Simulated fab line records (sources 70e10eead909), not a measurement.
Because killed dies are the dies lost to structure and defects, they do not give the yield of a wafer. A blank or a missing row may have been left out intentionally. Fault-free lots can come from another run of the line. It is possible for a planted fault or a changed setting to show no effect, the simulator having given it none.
Chamber matching + flow nand harc + NHARC_A_STAIRCASE_ETCH_271 on rie diel-09 has 4 sister chambers
The step etches the open film in CF4/CHF3. 4 wafers are shown with their chamber, then 12 later ones without.

## EACH WAFER AND ITS CHAMBER
| wafer  | chamber | showerhead plenum p Torr (Torr) |
|--------|---------|---------------------------------|
| L086.5 | 3       | 1.57                            |
| L091.1 | 0       | 1.55                            |
| L091.3 | 1       | 1.53                            |
| L091.4 | 2       | 1.48                            |

## WAFERS MISSING THEIR CHAMBER
| wafer  | showerhead plenum p Torr (Torr) |
|--------|---------------------------------|
| L092.1 | 1.54                            |
| L092.4 | 1.56                            |
| L092.5 | 1.53                            |
| L094.3 | 1.56                            |
| L094.4 | 1.53                            |
| L094.6 | 1.53                            |
| L095.1 | 1.47                            |
| L095.2 | 1.54                            |
| L095.4 | 1.56                            |
| L096.2 | 1.56                            |
| L096.3 | 1.54                            |
| L096.6 | 1.56                            |

## THE CHAMBER EACH PASSED THROUGH
| wafer  | from the rows above     | in truth |
|--------|-------------------------|----------|
| L092.1 | can't be placed: 0 or 1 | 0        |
| L092.4 | can't be placed: 0 or 3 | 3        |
| L092.5 | 1                       | 1        |
| L094.3 | can't be placed: 0 or 3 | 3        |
| L094.4 | 1                       | 1        |
| L094.6 | 1                       | 1        |
| L095.1 | 2                       | 2        |
| L095.2 | can't be placed: 0 or 1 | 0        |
| L095.4 | can't be placed: 0 or 3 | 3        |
| L096.2 | can't be placed: 0 or 3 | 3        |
| L096.3 | can't be placed: 0 or 1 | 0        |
| L096.6 | can't be placed: 0 or 3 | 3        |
4 of 12 placed correctly. Unplaceable from these rows: 8, with the true chamber sitting among the candidates in 8. 0 placed wrongly.
How it was worked out, from the rows above alone: a wafer's distance from a chamber is the root of the sum, over the readings, of the square of ((its reading less the chamber's mean) divided by the reading's scatter). If the next closest chamber is less than 2 further off than the closest, the wafer can't be placed; otherwise it belongs to the closest. For every chamber, the mean is computed from those of its wafers that are shown. The scatter (one wafer shown for each chamber): square how far every hidden wafer sits from the nearest shown wafer, average those squares and take the square root.
